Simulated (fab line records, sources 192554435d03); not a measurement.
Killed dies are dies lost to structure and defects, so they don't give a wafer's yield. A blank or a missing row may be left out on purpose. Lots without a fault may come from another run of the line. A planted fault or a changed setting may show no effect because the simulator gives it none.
fab line records | flow n5_finfet
record lots=9 wafers=27 last_day=18
route steps=1938 shown BEOL_M2@917 BEOL_M3@931 BEOL_M4@1111
lots that met no fault: from a run of the same line without faults
start_h: hours from the record's first day to the start of the lot's first wafer shown | wait_h: hours since the lot's step before | " the same as in the row above | L1.1+2: a row that stands for several wafers | - no value, or no start given | * or withheld: withheld | < > ~ a bound
route shown NAME@n: a module of which the file shows steps, and the number in the route of the first | usual: mean/standard deviation of fault-free wafers | same: alike in all rows | chamber/n: place in a boat | sites: the reading at each site | _std_site: their standard deviation | _edge_site: outer sites' mean less inner sites' | radius_mm: how far each site lies from the wafer's centre | mask NAME#n: copy n | behind: the tool/chamber that last shaped the wafer | hold: why the lot was held/for how many hours/how that ended | device: the transistor (n, p or np) that didn't switch | end of line: the same wafers' tests at the end of the route | a step without rows: its recipe alone | killed: dies lost to structure and defects at the first sort, not the wafer's yield | map: a wafer's dies, x killed, . not, _ none there
set.NAME: the setting as run; set.NAME@STEP: as run at that earlier step | model.NAME: the simulator's own value behind a step, which no gauge read
steps of the route over a sample of lots; a table a step, a row a wafer
services: from which hour (start_h, from the record's first day; less than 0 if before it) a tool's chamber was out of use, for how many hours, and why
## steps
# step N5_BEOL_M2_ANNEAL_93
# recipe temp_c=400 time_s=240 ambient=vacuum
# usual heater_power_w=829/56
# columns lot.wafer tool chamber start_h wait_h heater_power_w
L254.3 pvd_sputter-03 - 140.85 0.0 799
L254.4 " - " " 888
L254.5 " - " " 877
L256.1 pvd_sputter-02 - 161.35 0.0 864
L256.4 " - " " 770
L256.6 " - " " 880
L257.3 pvd_sputter-01 - 177.98 0.0 906
L257.5 " - " " 736
L257.6 " - " " 833
L258.1 pvd_sputter-01 - 182.04 0.0 842
L258.2 " - " " 702
L258.5 " - " " 728
L261.1 pvd_sputter-02 - 184.99 0.0 851
L261.5 " - " " 838
L261.6 " - " " 834
L269.1 pvd_sputter-01 - 244.72 0.0 729
L269.4 " - " " 729
L269.5 " - " " 864
L275.1 pvd_sputter-02 - 273.56 0.0 839
L275.3 " - " " 840
L275.4 " - " " 768
L277.1 pvd_sputter-01 - 280.85 0.0 709
L277.3 " - " " 722
L277.5 " - " " 715
L276.1 pvd_sputter-03 - 284.12 0.0 891
L276.3 " - " " 877
L276.5 " - " " 818
# step N5_BEOL_M2_SPUTTER_96
# recipe material=Cu target_thk_a=45 temp_c=-20 chamber_pressure_pa=0.07 power_w=withheld time_s=8.29
# usual throttle_valve_pct=30.0/1.2
# columns lot.wafer tool chamber start_h wait_h throttle_valve_pct
L254.3 pvd_sputter-03 - 141.21 0.1 29.0
L254.4 " - " " 28.6
L254.5 " - " " 30.9
L256.1 pvd_sputter-02 - 161.71 0.1 29.0
L256.4 " - " " 30.4
L256.6 " - " " 29.4
L257.3 pvd_sputter-01 - 178.34 0.1 31.6
L257.5 " - " " 30.1
L257.6 " - " " 30.4
L258.1 pvd_sputter-01 - 182.40 0.1 30.2
L258.2 " - " " 28.1
L258.5 " - " " 30.0
L261.1 pvd_sputter-02 - 185.35 0.1 30.1
L261.5 " - " " 29.8
L261.6 " - " " 32.0
L269.1 pvd_sputter-01 - 245.08 0.1 28.2
L269.4 " - " " 30.1
L269.5 " - " " 30.5
L275.1 pvd_sputter-02 - 273.95 0.1 30.1
L275.3 " - " " 32.3
L275.4 " - " " 30.1
L277.1 pvd_sputter-01 - 281.21 0.1 28.1
L277.3 " - " " 30.3
L277.5 " - " " 30.3
L276.1 pvd_sputter-03 - 284.48 0.1 28.6
L276.3 " - " " 31.0
L276.5 " - " " 29.1
# step N5_BEOL_M3_ILD_DEP_00
# recipe material=SiOC target_thk_a=790 temp_c=350 precursor=DEMS/O2 pressure_torr=5 rf_w=500 time_s=15.3
# usual heater_power_w=510/56 showerhead_plenum_p_Torr=5.703/0.015 throttle_valve_pct=11.4/0.4
# columns lot.wafer tool chamber start_h wait_h heater_power_w showerhead_plenum_p_Torr throttle_valve_pct
L254.3 pecvd-02 2 142.38 0.0 576 5.686 11.4
L254.4 " 0 " " 417 5.690 11.5
L254.5 " 2 " " 588 5.680 11.3
L256.1 pecvd-01 0 162.82 0.0 452 5.701 11.3
L256.4 " 0 " " 468 5.720 11.6
L256.6 " 2 " " 505 5.729 10.7
L257.3 pecvd-01 0 179.45 0.0 550 5.715 11.3
L257.5 " 2 " " 470 5.721 10.8
L257.6 " 0 " " 537 5.708 11.6
L258.1 pecvd-01 2 183.56 0.0 474 5.742 10.6
L258.2 " 0 " " 469 5.711 11.6
L258.5 " 2 " " 485 5.729 10.5
L261.1 pecvd-02 1 186.60 0.0 444 5.679 11.5
L261.5 " 1 " " 444 5.692 11.3
L261.6 " 2 " " 583 5.674 11.4
L269.1 pecvd-02 2 246.19 0.0 564 5.687 11.6
L269.4 " 2 " " 556 5.699 11.5
L269.5 " 1 " " 452 5.701 11.4
L275.1 pecvd-04 2 275.28 0.0 522 5.682 11.0
L275.3 " 0 " " 537 5.697 11.4
L275.4 " 1 " " 427 5.690 11.6
L277.1 pecvd-04 2 282.33 0.0 432 5.679 10.8
L277.3 " 1 " " 441 5.684 11.5
L277.5 " 0 " " 540 5.688 11.5
L276.1 pecvd-01 0 285.66 0.0 477 5.701 11.7
L276.3 " 1 " " 560 5.720 11.8
L276.5 " 0 " " 492 5.698 11.8
# step N5_BEOL_M3_THK_MEAS_01
# recipe reads=SiOC_of_BEOL_M3_ILD_DEP_00
# usual M3_ILD_THK=79.0/1.1
# columns lot.wafer tool chamber start_h wait_h M3_ILD_THK[nm]
L254.3 film_metro-01 - 142.44 0.1 78.6
L254.4 " - " " 78.6
L254.5 " - " " 80.1
L256.1 film_metro-01 - 162.89 0.0 78.8
L256.4 " - " " 79.8
L256.6 " - " " 80.0
L257.3 film_metro-01 - 179.52 0.1 77.5
L257.5 " - " " 78.1
L257.6 " - " " 78.9
L258.1 film_metro-02 - 183.64 0.1 71.6
L258.2 " - " " 78.2
L258.5 " - " " 79.8
L261.1 film_metro-01 - 186.67 0.0 77.1
L261.5 " - " " 78.6
L261.6 " - " " 78.7
L269.1 film_metro-02 - 246.26 0.0 78.2
L269.4 " - " " 79.1
L269.5 " - " " 78.8
L275.1 film_metro-02 - 275.35 0.0 78.1
L275.3 " - " " 78.1
L275.4 " - " " 79.3
L277.1 film_metro-01 - 282.40 0.0 78.2
L277.3 " - " " 77.5
L277.5 " - " " 78.9
L276.1 film_metro-02 - 285.72 0.0 78.3
L276.3 " - " " 79.9
L276.5 " - " " 80.3
# step N5_BEOL_M3_PECVD_72
# recipe material=SiO2 target_thk_a=160 temp_c=400 precursor=TEOS/O2 pressure_torr=5.5 rf_w=450 teos_flow_sccm=53.8 gas=O2 flow_sccm=3000 time_s=18
# usual heater_power_w=755/94 showerhead_plenum_p_Torr=8.80/0.048 throttle_valve_pct=21.6/0.8
# columns lot.wafer tool chamber start_h wait_h heater_power_w showerhead_plenum_p_Torr throttle_valve_pct
L254.3 pecvd-04 0 142.48 0.0 924 8.74 22.2
L254.4 " 2 " " 734 8.77 22.8
L254.5 " 0 " " 928 8.76 22.4
L256.1 pecvd-04 1 162.92 0.0 670 8.77 21.7
L256.4 " 2 " " 756 8.77 23.0
L256.6 " 0 " " 748 8.76 22.4
L257.3 pecvd-04 1 179.57 0.1 581 8.80 21.9
L257.5 " 1 " " 569 8.79 21.8
L257.6 " 2 " " 704 8.78 22.8
L258.1 pecvd-02 2 183.68 0.0 803 8.80 21.6
L258.2 " 1 " " 766 8.81 21.2
L258.5 " 1 " " 764 8.80 21.4
L261.1 pecvd-01 0 186.71 0.0 731 8.86 21.3
L261.5 " 1 " " 861 8.81 22.5
L261.6 " 2 " " 660 8.89 20.0
L269.1 pecvd-02 1 246.30 0.0 761 8.80 21.2
L269.4 " 1 " " 742 8.80 21.4
L269.5 " 2 " " 861 8.79 21.8
L275.1 pecvd-01 0 275.39 0.0 738 8.87 21.9
L275.3 " 2 " " 759 8.90 20.1
L275.4 " 0 " " 777 8.92 21.5
L277.1 pecvd-04 1 282.44 0.0 681 8.79 22.0
L277.3 " 0 " " 894 8.77 21.0
L277.5 " 1 " " 654 8.78 21.9
L276.1 pecvd-04 1 285.77 0.0 574 8.78 22.2
L276.3 " 2 " " 783 8.74 20.5
L276.5 " 0 " " 905 8.76 21.4
# step N5_BEOL_M4_RC_MEAS_101
# usual DIBL_N=35.8/1.6 DIBL_P=36.0/1.9 IOFF_N=0.151/0.029 IOFF_P=0.21/0.037 ION_N=673/12 ION_P=463/7.3 SS_N=71.5/0.58 SS_P=73.2/0.61 VT_N=251/3.3 VT_P=-250/3.3
# columns lot.wafer tool chamber start_h wait_h DIBL_N[mV/V] DIBL_P[mV/V] IOFF_N[nA/um] IOFF_P[nA/um] ION_N[uA/um] ION_P[uA/um] SS_N[mV/dec] SS_P[mV/dec] VT_N[mV] VT_P[mV]
L254.3 prober-02 0 162.23 0.9 35.4 34.9 0.115 0.18 662 461 70.7 72.2 256 -253
L254.4 " 0 " " 36.9 35.9 0.139 0.19 667 463 71.1 72.0 254 -251
L254.5 " 0 " " 38.8 37.9 0.175 0.23 679 462 72.4 73.5 250 -250
L256.1 prober-01 0 186.70 0.0 36.8 36.7 0.151 0.20 668 456 72.1 73.5 253 -252
L256.4 " 0 " " 35.3 34.5 0.128 0.17 657 457 71.0 72.6 254 -253
L256.6 " 0 " " 34.1 33.3 0.108 0.15 652 452 71.1 72.0 257 -253
L257.3 prober-01 0 204.62 0.3 37.9 38.3 0.189 0.27 690 472 71.9 74.3 247 -244
L257.5 " 0 " " 35.4 34.5 0.134 0.20 679 465 71.2 73.4 251 -248
L257.6 " 0 " " 36.3 35.2 0.162 0.22 677 466 70.9 73.4 248 -247
L258.1 prober-02 0 208.71 0.0 37.3 36.7 0.142 0.21 666 465 71.2 72.9 252 -248
L258.2 " 0 " " 38.8 38.8 0.179 0.25 688 468 72.3 73.8 249 -248
L258.5 " 0 " " 37.0 36.2 0.137 0.20 660 461 71.1 72.8 255 -251
L261.1 prober-02 0 220.41 0.0 37.0 36.4 0.145 0.19 670 464 72.6 72.2 251 -251
L261.5 " 0 " " 38.3 38.8 0.186 0.23 682 463 72.5 74.0 250 -250
L261.6 " 0 " " 37.5 38.3 0.174 0.21 689 468 72.1 73.4 249 -249
L269.1 prober-02 0 276.55 0.0 36.8 38.4 0.179 0.24 691 479 71.9 73.8 248 -248
L269.4 " 0 " " 38.9 39.4 0.191 0.25 688 467 72.7 74.2 248 -246
L269.5 " 0 " " 37.2 39.1 0.189 0.25 680 473 71.8 73.2 246 -246
L275.1 prober-01 0 306.56 0.0 37.7 38.0 0.210 0.29 692 477 72.4 73.5 247 -245
L275.3 " 0 " " 36.0 36.1 0.178 0.24 681 473 71.2 73.3 246 -248
L275.4 " 0 " " 35.0 33.9 0.142 0.20 678 467 71.7 72.5 250 -250
L276.1 prober-02 0 314.20 0.0 38.5 38.6 0.170 0.23 670 464 72.0 73.9 251 -251
L276.3 " 0 " " 35.4 35.1 0.135 0.19 671 456 71.2 72.6 250 -253
L276.5 " 0 " " 36.8 37.2 0.166 0.22 679 461 71.5 73.7 250 -249
L277.1 prober-01 0 314.57 0.0 34.7 35.1 0.136 0.19 671 457 70.9 72.2 252 -252
L277.3 " 0 " " 35.3 36.0 0.142 0.21 664 459 71.9 73.1 252 -251
L277.5 " 0 " " 34.8 35.4 0.128 0.20 660 456 71.4 72.6 254 -253
## services
# columns tool chamber start_h hours kind
pvd_sputter-01 - 137.17 2.2 repair
pecvd-01 - 139.51 14.6 pm
pecvd-04 0 166.05 - clean
pecvd-04 0 166.05 29.5 scheduled_down
pecvd-04 0 166.05 29.5 vent_cycle
pecvd-02 0 181.80 2.1 scheduled_down
pecvd-02 1 197.56 2.1 scheduled_down
pecvd-04 2 202.38 - clean
pecvd-04 2 202.38 - consumable_replace:showerhead
pecvd-04 2 202.38 29.0 scheduled_down
pecvd-04 2 202.38 29.0 vent_cycle
pvd_sputter-01 - 231.67 2.2 repair
pvd_sputter-01 - 236.50 2.7 repair
pecvd-01 0 239.72 2.1 scheduled_down
pecvd-01 - 262.81 2.8 pm
pecvd-02 - 265.94 6.0 pm
## key
first_sign step=N5_BEOL_M3_THK_MEAS_01 reading=M3_ILD_THK direction=down sigmas=6.9 usual=79.0 struck=71.6
effect none on later readings
met_at N5_BEOL_M3_ILD_DEP_00
struck_lots L258
struck_wafers L258.1
not_acting_at N5_BEOL_M2_ANNEAL_93,N5_BEOL_M2_SPUTTER_96,N5_BEOL_M3_PECVD_72
onset_between 179.45 183.56
fault kind=process_parameter_drift tool=pecvd-01 chamber=- onset_h=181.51 steps=N5_BEOL_M3_ILD_DEP_00 channel=time_s offset=* shape=step end_h=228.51 scope=struck_wafers_only acts_in=* stated=*
